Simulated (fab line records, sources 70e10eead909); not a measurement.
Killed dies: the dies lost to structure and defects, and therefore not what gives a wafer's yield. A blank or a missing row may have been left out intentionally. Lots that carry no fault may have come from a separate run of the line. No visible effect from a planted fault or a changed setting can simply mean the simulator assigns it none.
What tool caused it? ; flow nand harc ; 11 lots with 33 wafers sampled at 6 steps, on a route of 1159 steps

== WHAT THE GAUGES SHOWED, per wafer ==
NHARC_P_GATE_CD_MEAS_26 targets a cd of 120 nm. Usual: cd nm 120.0 nm, standard deviation 0.46.
lot;measured;on;cd nm (nm);flag
L979;day 5 01:56;cd sem-03;120.5 120.3 120.0;
L982;day 5 23:35;cd sem-02;120.6 120.5 119.7;
L984;day 6 09:48;cd sem-02;119.9 119.9 120.7;
L991;day 8 04:37;cd sem-02;120.4 120.0 120.2;
L994;day 8 17:50;cd sem-01;120.4 120.0 120.1;
L993;day 8 18:24;cd sem-01;122.9 123.5 122.9 122.4 123.8 122.8;OFF
L996;day 9 04:42;cd sem-02;122.1 121.7 122.0 122.3 121.8 122.3;OFF
L997;day 9 05:02;cd sem-02;120.0 120.1 120.1;
L998;day 9 17:40;cd sem-03;119.8 120.7 119.7;
L100;day 10 02:03;cd sem-03;120.2 119.4 120.0;
L101;day 10 01:43;cd sem-01;120.4 120.5 120.7;

NHARC_END_SORT_01. Usual: killed at array 27, standard deviation 9.8; killed at other 0.6, standard deviation 0.83; killed at periphery 3.5, standard deviation 2.4; killed dies 31, standard deviation 9.6; killed open 3.1, standard deviation 1.9; killed short 2.0, standard deviation 1.5.
lot;measured;on;killed at array;killed at other;killed at periphery;killed dies;killed open;killed short;flag
L994;day 24 07:40;prober-01;26 41 22;0 0 0;4 2 3;30 43 25;7 8 2;2 3 3;
L993;day 24 15:25;prober-02;15 17 10;0 1 0;1 3 2;16 21 12;1 6 2;2 2 1;
L996;day 25 08:06;prober-01;27 29 28;0 0 0;6 4 5;33 33 33;2 1 2;4 5 1;

== EACH LOT AND THE TOOL THAT RAN IT (in order: tool; ch and the chambers of the sampled wafers; start) ==
lot;NHARC_P_STI_DESCUM_14;NHARC_P_GATE_EXPOSE_23;NHARC_P_GATE_HM_OPEN_105;NHARC_P_GATE_STRIP_76
L979;rie diel-10 ch 0,2,3, day 2 20:22;arfi scanner-01 ch 0, day 5 01:48;rie diel-01 ch 0,1,3, day 5 16:41 or earlier;plasma asher-02 ch 0,1, day 5 16:41
L982;rie diel-03 ch 0,2,3, day 3 13:08;arfi scanner-03 ch 0, day 5 23:27;rie diel-05 ch 0,2,3, day 6 14:11 or earlier;plasma asher-01 ch 0,1, day 6 14:11
L984;rie diel-04 ch 0,3, day 3 23:21;arfi scanner-03 ch 0, day 6 09:40;rie diel-13 ch 0,3, day 7 00:46 or earlier;plasma asher-02 ch 0,1, day 7 00:46
L991;rie diel-10 ch 1,2, day 5 18:01;arfi scanner-01 ch 0, day 8 04:29;rie diel-05 ch 0,2, day 8 19:14 or earlier;plasma asher-01 ch 0,1, day 8 19:14
L994;rie diel-04 ch 1,2, day 6 09:01;arfi scanner-03 ch 0, day 8 17:42;rie diel-13 ch 0,2,3, day 9 08:29 or earlier;plasma asher-02 ch 0,1, day 9 08:29
L993;rie diel-10 ch 0,1,2, day 6 09:03;arfi scanner-03 ch 0, day 8 18:16;rie diel-01 ch 0,1,2, day 9 15:17 or earlier;plasma asher-01 ch 0,1, day 9 15:17
L996;rie diel-10 ch 0,1,3, day 7 00:53;arfi scanner-03 ch 0, day 9 04:34;rie diel-13 ch 0,1,3, day 10 01:15 or earlier;plasma asher-02 ch 0,1, day 10 01:15
L997;rie diel-04 ch 0,1,3, day 7 05:34;arfi scanner-02 ch 0, day 9 04:54;rie diel-05 ch 0,1,2, day 9 20:50 or earlier;plasma asher-01 ch 0,1, day 9 20:50
L998;rie diel-04 ch 0,2, day 7 11:23;arfi scanner-01 ch 0, day 9 17:32;rie diel-05 ch 0,1, day 10 08:56 or earlier;plasma asher-01 ch 0,1, day 10 08:56
L100;rie diel-10 ch 1,2, day 8 01:58;arfi scanner-01 ch 0, day 10 01:55;rie diel-01 ch 0,3, day 10 16:42 or earlier;plasma asher-02 ch 0,1, day 10 16:42
L101;rie diel-04 ch 0,3, day 8 02:07;arfi scanner-01 ch 0, day 10 01:35;rie diel-05 ch 0,3, day 10 16:31 or earlier;plasma asher-01 ch 0,1, day 10 16:31
- NHARC_P_STI_DESCUM_14: chemistry O2, time 3 s.
- NHARC_P_GATE_EXPOSE_23: exposes mask P GATE, target cd 120 nm.
- NHARC_P_GATE_HM_OPEN_105: chemistry O2/COS, target depth 360 nm.
- NHARC_P_GATE_STRIP_76: strips in O2.

== AS READ BY THE TOOLS THEMSELVES (means over the sampled wafers that have a number; for cases with no such wafer, the mark the record gives instead) ==
NHARC_P_STI_DESCUM_14. Usual: drypump motor current A 5.6 A, standard deviation 0.42; oes product au 1.001 a.u., standard deviation 0.007; rf vpp V 57.8 V, standard deviation 0.91; showerhead plenum p Torr 1.93 Torr, standard deviation 0.06; throttle valve pct 11.312 %, standard deviation 0.0097.
lot;tool;drypump motor current A (A);oes product au (a.u.);rf vpp V (V);showerhead plenum p Torr (Torr);throttle valve pct (%);flag
L979;rie diel-10;5.5;1.007;58.5;1.86;11.306;
L982;rie diel-03;5.3;0.998;58.2;1.97;11.308;
L984;rie diel-04;5.7;0.996;57.6;1.93;11.319;
L991;rie diel-10;5.5;1.007;57.9;1.96;11.309;
L994;rie diel-04;6.2;1.004;58.0;1.96;11.316;
L993;rie diel-10;5.6;1.000;57.2;1.91;11.304;
L996;rie diel-10;5.5;1.004;57.7;1.90;11.315;
L997;rie diel-04;5.5;1.000;57.5;1.92;11.312;
L998;rie diel-04;6.3;0.994;57.3;1.94;11.316;
L100;rie diel-10;5.5;1.003;59.0;1.96;11.318;
L101;rie diel-04;5.8;0.999;57.9;1.93;11.321;

NHARC_P_GATE_EXPOSE_23. Usual: exposure dose mJ cm2 93.93, standard deviation 0.092.
lot;tool;exposure dose mJ cm2;flag
L979;arfi scanner-01;93.90;
L982;arfi scanner-03;93.98;
L984;arfi scanner-03;93.98;
L991;arfi scanner-01;93.95;
L994;arfi scanner-03;93.97;
L993;arfi scanner-03;90.08;OFF
L996;arfi scanner-03;89.96;OFF
L997;arfi scanner-02;93.83;
L998;arfi scanner-01;93.87;
L100;arfi scanner-01;93.97;
L101;arfi scanner-01;93.78;

NHARC_P_GATE_HM_OPEN_105. Usual: drypump motor current A 5.6 A, standard deviation 0.58; oes product au 0.999 a.u., standard deviation 0.0074; rf vpp V 466.3 V, standard deviation 2; showerhead plenum p Torr 3.08 Torr, standard deviation 0.087; throttle valve pct 28.330 %, standard deviation 0.0091.
lot;tool;drypump motor current A (A);oes product au (a.u.);rf vpp V (V);showerhead plenum p Torr (Torr);throttle valve pct (%);flag
L979;rie diel-01;5.7;0.996;469.8;3.24;28.336;
L982;rie diel-05;5.2;0.994;466.3;3.10;28.326;
L984;rie diel-13;5.4;0.998;463.2;2.97;28.328;
L991;rie diel-05;5.1;0.994;466.9;3.11;28.342;
L994;rie diel-13;5.7;0.999;464.6;3.00;28.337;
L993;rie diel-01;5.9;0.987;468.8;3.20;28.327;
L996;rie diel-13;5.7;1.005;463.2;2.96;28.330;
L997;rie diel-05;5.6;1.000;466.6;3.07;28.331;
L998;rie diel-05;6.0;1.007;465.2;3.03;28.336;
L100;rie diel-01;5.8;0.999;467.6;3.17;28.334;
L101;rie diel-05;5.3;0.993;466.6;3.09;28.325;

NHARC_P_GATE_STRIP_76. Usual: drypump motor current A 5.51 A, standard deviation 0.27; heater power w 316 W, standard deviation 27.
lot;tool;drypump motor current A (A);heater power w (W);flag
L979;plasma asher-02;5.37;305;
L982;plasma asher-01;5.68;334;
L984;plasma asher-02;5.33;322;
L991;plasma asher-01;5.85;312;
L994;plasma asher-02;5.36;308;
L993;plasma asher-01;5.68;328;
L996;plasma asher-02;5.32;321;
L997;plasma asher-01;5.66;333;
L998;plasma asher-01;5.84;305;
L100;plasma asher-02;5.37;313;
L101;plasma asher-01;5.84;306;

== THE ANSWER, worked out from the rows above alone ==
Rule: lot off if the mean of its wafers having a number is beyond 3 standard deviations from the usual mean. Also off: a lot with no number at a reading for which 4 or more lots have one. Where the step has rows for the other lots, those lots are counted as sound. The gauges are gone through in route order, then the tools' own readings, and for those a lot's mean is taken as printed above. At the first step where some lot is off, the reading lying furthest off is the one used; lots without a number count as furthest.
Off at NHARC_P_GATE_CD_MEAS_26 (cd nm): L993, L996.
A tool fits if, at a process step before that reading, it ran every lot that is off, and no sound lot after the first of them. Not tried: the gauges at NHARC_P_GATE_CD_MEAS_26; whatever is off there is also off at NHARC_P_GATE_EXPOSE_23, on other tools, and gauge error can't account for it. One fits: NHARC_P_GATE_EXPOSE_23 on arfi scanner-03. Its last sound lot is L994 (day 8 17:42), its first lot that is off L993 (day 8 18:16): a fault that began between those two fits.
On the lots that are off, the tool's own readings at NHARC_P_GATE_EXPOSE_23 differ by more than 5 times the standard deviation of the sound lots' means, which bears it out; exposure dose mJ cm2 reads 90.02 there versus 93.91 on the sound lots.

== WHAT HAD BEEN PUT IN BY THE SIMULATOR ==
Process parameter drift: arfi scanner-03, from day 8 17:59 on, at NHARC_P_GATE_EXPOSE_23. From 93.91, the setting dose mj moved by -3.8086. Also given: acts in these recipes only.
Shown lots that were struck: L993, L996. Same finding as the rule above.
